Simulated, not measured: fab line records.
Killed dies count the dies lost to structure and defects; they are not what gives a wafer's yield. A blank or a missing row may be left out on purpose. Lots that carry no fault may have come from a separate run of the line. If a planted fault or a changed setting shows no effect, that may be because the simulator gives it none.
Matching of chambers || flow n5Finfet || N5_BEOL_M6_ETCH_66 on rieDiel-04 has 4 sister chambers
The step etches SOC in N2/H2, target depth 80 nm, overetch 16 nm, time 120 s. 4 wafers are shown with their chamber, then 9 later ones without.

== WAFERS PAIRED WITH THEIR CHAMBERS ==
{"wafer": "L087.6", "chamber": 2, "drypumpMotorCurrentA (A)": 5.8}
{"wafer": "L093.2", "chamber": 1, "drypumpMotorCurrentA (A)": 6.0}
{"wafer": "L093.3", "chamber": 0, "drypumpMotorCurrentA (A)": 5.4}
{"wafer": "L093.4", "chamber": 3, "drypumpMotorCurrentA (A)": 6.2}

== WAFERS WITH NO CHAMBER GIVEN ==
{"wafer": "L094.2", "drypumpMotorCurrentA (A)": 6.0}
{"wafer": "L094.4", "drypumpMotorCurrentA (A)": 5.8}
{"wafer": "L094.5", "drypumpMotorCurrentA (A)": 6.2}
{"wafer": "L095.2", "drypumpMotorCurrentA (A)": 6.1}
{"wafer": "L095.5", "drypumpMotorCurrentA (A)": 6.0}
{"wafer": "L095.6", "drypumpMotorCurrentA (A)": 5.4}
{"wafer": "L096.2", "drypumpMotorCurrentA (A)": 6.2}
{"wafer": "L096.3", "drypumpMotorCurrentA (A)": 5.4}
{"wafer": "L096.5", "drypumpMotorCurrentA (A)": 6.0}

== CHAMBER TAKEN BY EACH ==
{"wafer": "L094.2", "from the rows above": 1, "in truth": 1}
{"wafer": "L094.4", "from the rows above": 2, "in truth": 2}
{"wafer": "L094.5", "from the rows above": 3, "in truth": 3}
{"wafer": "L095.2", "from the rows above": "can't be placed: 1 or 3", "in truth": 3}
{"wafer": "L095.5", "from the rows above": 1, "in truth": 1}
{"wafer": "L095.6", "from the rows above": 0, "in truth": 0}
{"wafer": "L096.2", "from the rows above": 3, "in truth": 3}
{"wafer": "L096.3", "from the rows above": 0, "in truth": 0}
{"wafer": "L096.5", "from the rows above": 1, "in truth": 1}
Placed correctly: 8 of 9. These rows do not allow placing 1 (true chamber among the candidates in 1). Number placed wrongly: 0.
How it was worked out, from the rows above alone: a wafer's distance from a chamber is the root of the sum, over the readings, of the square of ((its reading less the chamber's mean) divided by the reading's scatter). If the next closest chamber is less than 2 further off than the closest, the wafer can't be placed; otherwise it belongs to the closest. Each chamber's mean is taken over the wafers shown for it. The scatter: root of mean squared gap, hidden wafer to nearest shown wafer, with one shown wafer a chamber.
